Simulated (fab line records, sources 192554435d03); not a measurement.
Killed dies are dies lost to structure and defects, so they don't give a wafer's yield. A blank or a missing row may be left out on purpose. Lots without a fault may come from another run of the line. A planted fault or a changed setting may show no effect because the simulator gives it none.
Split-lot experiment | flow n5_finfet | 7 lots, 39 wafers read, on a route of 1938 steps

THE SPLIT
At N5_GATE_CUT_ETCH_58 (etches SiNx in CH3F/O2, target depth 17 nm, time 128.6 s), the setting time_s was moved away from the recipe's 128.6 s on 15 of the 39 wafers read, by -16.3% to +16.5%. The other wafers ran this setting at the recipe's value.

The reading is taken at the split's own step.

THE READING
SiNx_of_SDB_ALD_29.thk_nm (the simulator's own value, which no gauge read), in nm, at N5_GATE_CUT_ETCH_58 (etches SiNx in CH3F/O2, target depth 17 nm, time 128.6 s). The file gives no usual value for it. The 24 wafers here that ran the recipe average 24.6 nm, standard deviation 0.14 nm.

wafer  | tool, chamber at the split | time_s as run, s | against the recipe | SiNx_of_SDB_ALD_29.thk_nm, nm | against lot-mates on the recipe
L074.1 | rie_diel-03, 2             | 128.6            | recipe             | 24.8                          | -
L074.2 | rie_diel-03, 0             | 128.6            | recipe             | 24.8                          | -
L074.3 | rie_diel-03, 3             | 128.6            | recipe             | 24.6                          | -
L074.4 | rie_diel-03, 1             | 119.6            | -7.0%              | 24.8                          | +0.1
L074.5 | rie_diel-03, 1             | 119.6            | -7.0%              | 24.8                          | +0.1
L074.6 | rie_diel-03, 2             | 119.6            | -7.0%              | 24.8                          | +0.1
L075.1 | rie_diel-03, 1             | 148.8            | +15.7%             | 24                            | -0.4
L075.2 | rie_diel-03, 2             | 128.6            | recipe             | 24.4                          | -
L075.3 | rie_diel-03, 3             | 148.8            | +15.7%             | 24.2                          | -0.2
L075.4 | rie_diel-03, 0             | 148.8            | +15.7%             | 24.2                          | -0.2
L075.5 | rie_diel-03, 1             | 128.6            | recipe             | 24.4                          | -
L075.6 | rie_diel-03, 2             | 128.6            | recipe             | 24.4                          | -
L078.4 | rie_diel-05, 2             | 128.6            | recipe             | 24.6                          | -
L078.5 | rie_diel-05, 0             | 128.6            | recipe             | 24.6                          | -
L078.6 | rie_diel-05, 3             | 128.6            | recipe             | 24.8                          | -
L086.1 | rie_diel-05, 1             | 107.7            | -16.3%             | 25                            | +0.4
L086.2 | rie_diel-05, 3             | 107.7            | -16.3%             | 25                            | +0.4
L086.3 | rie_diel-05, 2             | 128.6            | recipe             | 24.6                          | -
L086.4 | rie_diel-05, 0             | 128.6            | recipe             | 24.6                          | -
L086.5 | rie_diel-05, 0             | 128.6            | recipe             | 24.6                          | -
L086.6 | rie_diel-05, 3             | 107.7            | -16.3%             | 25.2                          | +0.6
L089.1 | rie_diel-01, 3             | 149.8            | +16.5%             | 24.2                          | -0.5
L089.2 | rie_diel-01, 0             | 128.6            | recipe             | 24.6                          | -
L089.3 | rie_diel-01, 1             | 128.6            | recipe             | 24.6                          | -
L089.4 | rie_diel-01, 2             | 149.8            | +16.5%             | 24.4                          | -0.3
L089.5 | rie_diel-01, 2             | 128.6            | recipe             | 25                            | -
L089.6 | rie_diel-01, 1             | 149.8            | +16.5%             | 24                            | -0.7
L091.1 | rie_diel-05, 0             | 107.6            | -16.3%             | 25.2                          | +0.6
L091.2 | rie_diel-05, 3             | 128.6            | recipe             | 24.6                          | -
L091.3 | rie_diel-05, 2             | 128.6            | recipe             | 24.6                          | -
L091.4 | rie_diel-05, 1             | 107.6            | -16.3%             | 25.2                          | +0.6
L091.5 | rie_diel-05, 0             | 128.6            | recipe             | 24.6                          | -
L091.6 | rie_diel-05, 1             | 107.6            | -16.3%             | 25                            | +0.4
L094.1 | rie_diel-03, 2             | 128.6            | recipe             | 24.4                          | -
L094.2 | rie_diel-03, 3             | 128.6            | recipe             | 24.6                          | -
L094.3 | rie_diel-03, 0             | 128.6            | recipe             | 24.6                          | -
L094.4 | rie_diel-03, 1             | 128.6            | recipe             | 24.6                          | -
L094.5 | rie_diel-03, 0             | 128.6            | recipe             | 24.6                          | -
L094.6 | rie_diel-03, 1             | 128.6            | recipe             | 24.6                          | -

THE FIT
A straight line over all 39 wafers: SiNx_of_SDB_ALD_29.thk_nm changes by -0.0287 nm for each +1% of time_s; r = -0.90; the points scatter about the line by 0.13 nm.
The same after taking each lot's own level away (the mean of its wafers on the recipe; 39 wafers): -0.027 nm for each +1%; r = -0.91; scatter 0.12 nm.
On that fit, the largest move of time_s shifts the reading by 0.45 nm.
The lots' own levels span 24.40 to 24.73 nm, that is 2.5 times the standard deviation above.
So the lot-to-lot level changes the slope little: the two slopes agree.
Check: with one of the wafers moved furthest among these (+16.5%) left out of the fit, the line predicts -0.429 nm for it against its lot-mates. It came out at -0.533 nm against them.

OTHER SPLITS ON THESE WAFERS
These wafers also went through other splits before the reading. Each is held against what the fit with the lots' levels taken away leaves over:
other split on the same wafers       | wafers away from the commonest value | r with SiNx_of_SDB_ALD_29.thk_nm (lot level and that fit taken away)
N5_FIN_SAQP_HM_DEP_03 time_s         | 18                                   | +0.19
N5_DUMMY_GATE_ETCH_37 source_w       | 18                                   | -0.07
N5_DUMMY_GATE_ETCH_31 target_depth_a | 15                                   | +0.24
N5_SD_EPI_N_ETCH_35 source_w         | 9                                    | -0.17

THE WHOLE CHAIN: every reading that the file lists as answering this split, in the file's order
step                | what it does                                             | reading                                                                    | change (the file's fit)                | r (the file's)
N5_GATE_CUT_ETCH_58 | etches SiNx in CH3F/O2, target depth 17 nm, time 128.6 s | etch.depth_nm (the simulator's own value, which no gauge read)             | +0.172 nm for each +1% of the setting  | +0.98
N5_GATE_CUT_ETCH_58 | etches SiNx in CH3F/O2, target depth 17 nm, time 128.6 s | SiNx_of_SDB_ALD_29.thk_nm (the simulator's own value, which no gauge read) | -0.0271 nm for each +1% of the setting | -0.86

THE FILE'S OWN FIT
SiNx_of_SDB_ALD_29.thk_nm changes by -0.0271 nm for each +1% of time_s, r = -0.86.
